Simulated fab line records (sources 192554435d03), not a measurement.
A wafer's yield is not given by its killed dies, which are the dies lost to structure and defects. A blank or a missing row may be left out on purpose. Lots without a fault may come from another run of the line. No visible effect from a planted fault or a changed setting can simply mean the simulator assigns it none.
Chamber matching / flow n5Finfet / 4 sister chambers for N5_BEOL_M0_SAQP_ETCH_88 on rieDiel-05
The step etches underlayer in N2/H2, target depth 6.5 nm, time 5.2 s. 18 wafers are shown with their chamber, then 9 later ones without.

WAFERS PAIRED WITH THEIR CHAMBERS
wafer=L074.2; chamber=3; showerheadPlenumPTorr (Torr)=2.46; throttleValvePct (%)=17.84; etchRfOnTimeS (s)=5.08
wafer=L074.5; chamber=1; showerheadPlenumPTorr (Torr)=2.52; throttleValvePct (%)=18.33; etchRfOnTimeS (s)=5.22
wafer=L074.6; chamber=0; showerheadPlenumPTorr (Torr)=2.49; throttleValvePct (%)=17.53; etchRfOnTimeS (s)=5.03
wafer=L076.2; chamber=0; showerheadPlenumPTorr (Torr)=2.49; throttleValvePct (%)=17.55; etchRfOnTimeS (s)=5.09
wafer=L076.4; chamber=2; showerheadPlenumPTorr (Torr)=2.43; throttleValvePct (%)=17.89; etchRfOnTimeS (s)=5.25
wafer=L076.6; chamber=1; showerheadPlenumPTorr (Torr)=2.52; throttleValvePct (%)=18.32; etchRfOnTimeS (s)=5.29
wafer=L077.1; chamber=1; showerheadPlenumPTorr (Torr)=2.52; throttleValvePct (%)=18.35; etchRfOnTimeS (s)=5.28
wafer=L077.3; chamber=0; showerheadPlenumPTorr (Torr)=2.49; throttleValvePct (%)=17.54; etchRfOnTimeS (s)=5.07
wafer=L077.5; chamber=0; showerheadPlenumPTorr (Torr)=2.49; throttleValvePct (%)=17.54; etchRfOnTimeS (s)=5.01
wafer=L082.1; chamber=3; showerheadPlenumPTorr (Torr)=2.45; throttleValvePct (%)=17.84; etchRfOnTimeS (s)=5.13
wafer=L082.4; chamber=2; showerheadPlenumPTorr (Torr)=2.43; throttleValvePct (%)=17.90; etchRfOnTimeS (s)=5.29
wafer=L082.6; chamber=1; showerheadPlenumPTorr (Torr)=2.51; throttleValvePct (%)=18.33; etchRfOnTimeS (s)=5.33
wafer=L085.2; chamber=0; showerheadPlenumPTorr (Torr)=2.48; throttleValvePct (%)=17.57; etchRfOnTimeS (s)=5.03
wafer=L085.4; chamber=1; showerheadPlenumPTorr (Torr)=2.51; throttleValvePct (%)=18.35; etchRfOnTimeS (s)=5.25
wafer=L085.6; chamber=1; showerheadPlenumPTorr (Torr)=2.51; throttleValvePct (%)=18.36; etchRfOnTimeS (s)=5.23
wafer=L088.2; chamber=1; showerheadPlenumPTorr (Torr)=2.51; throttleValvePct (%)=17.96; etchRfOnTimeS (s)=5.11
wafer=L088.3; chamber=3; showerheadPlenumPTorr (Torr)=2.44; throttleValvePct (%)=17.91; etchRfOnTimeS (s)=5.06
wafer=L088.5; chamber=0; showerheadPlenumPTorr (Torr)=2.48; throttleValvePct (%)=17.59; etchRfOnTimeS (s)=5.06

SIGNATURES (averages over the wafers above)
reading=showerheadPlenumPTorr; chamber 0=2.4867; chamber 1=2.5143; chamber 2=2.4300; chamber 3=2.4500; scatter within a chamber=0.006
reading=throttleValvePct; chamber 0=17.5533; chamber 1=18.2857; chamber 2=17.8950; chamber 3=17.8633; scatter within a chamber=0.0967
reading=etchRfOnTimeS; chamber 0=5.0483; chamber 1=5.2443; chamber 2=5.2700; chamber 3=5.0900; scatter within a chamber=0.0517
Rule: for each reading, subtract the chamber's mean from the wafer's reading, divide by that reading's scatter and square the result; add these up over the readings and take the root, which gives the wafer's distance from the chamber. The wafer belongs to the nearest chamber; if the next one is less than 2 further off, it can't be placed. The scatter is the square root of a quotient: the sum, over the shown wafers, of each reading's squared deviation from its chamber's mean, divided by wafers minus chambers.

WAFERS MISSING THEIR CHAMBER
wafer=L093.1; showerheadPlenumPTorr (Torr)=2.51; throttleValvePct (%)=17.96; etchRfOnTimeS (s)=5.19
wafer=L093.4; showerheadPlenumPTorr (Torr)=2.47; throttleValvePct (%)=17.59; etchRfOnTimeS (s)=5.12
wafer=L093.5; showerheadPlenumPTorr (Torr)=2.51; throttleValvePct (%)=17.96; etchRfOnTimeS (s)=5.20
wafer=L094.2; showerheadPlenumPTorr (Torr)=2.42; throttleValvePct (%)=17.93; etchRfOnTimeS (s)=5.30
wafer=L094.3; showerheadPlenumPTorr (Torr)=2.51; throttleValvePct (%)=17.95; etchRfOnTimeS (s)=5.13
wafer=L094.4; showerheadPlenumPTorr (Torr)=2.44; throttleValvePct (%)=17.88; etchRfOnTimeS (s)=5.15
wafer=L097.1; showerheadPlenumPTorr (Torr)=2.44; throttleValvePct (%)=17.92; etchRfOnTimeS (s)=5.14
wafer=L097.4; showerheadPlenumPTorr (Torr)=2.47; throttleValvePct (%)=17.60; etchRfOnTimeS (s)=5.09
wafer=L097.5; showerheadPlenumPTorr (Torr)=2.47; throttleValvePct (%)=17.64; etchRfOnTimeS (s)=5.06

WHICH CHAMBER EACH WENT THROUGH
wafer=L093.1; from the rows above=1; in truth=1
wafer=L093.4; from the rows above=can't be placed: 0 or 3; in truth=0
wafer=L093.5; from the rows above=1; in truth=1
wafer=L094.2; from the rows above=2; in truth=2
wafer=L094.3; from the rows above=can't be placed: 1 or 0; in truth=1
wafer=L094.4; from the rows above=can't be placed: 3 or 2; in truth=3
wafer=L097.1; from the rows above=can't be placed: 3 or 2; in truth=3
wafer=L097.4; from the rows above=can't be placed: 0 or 3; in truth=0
wafer=L097.5; from the rows above=can't be placed: 0 or 3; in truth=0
Placed correctly: 3 of 9. These rows do not allow placing 6 (true chamber among the candidates in 6). Placed wrongly: 0.
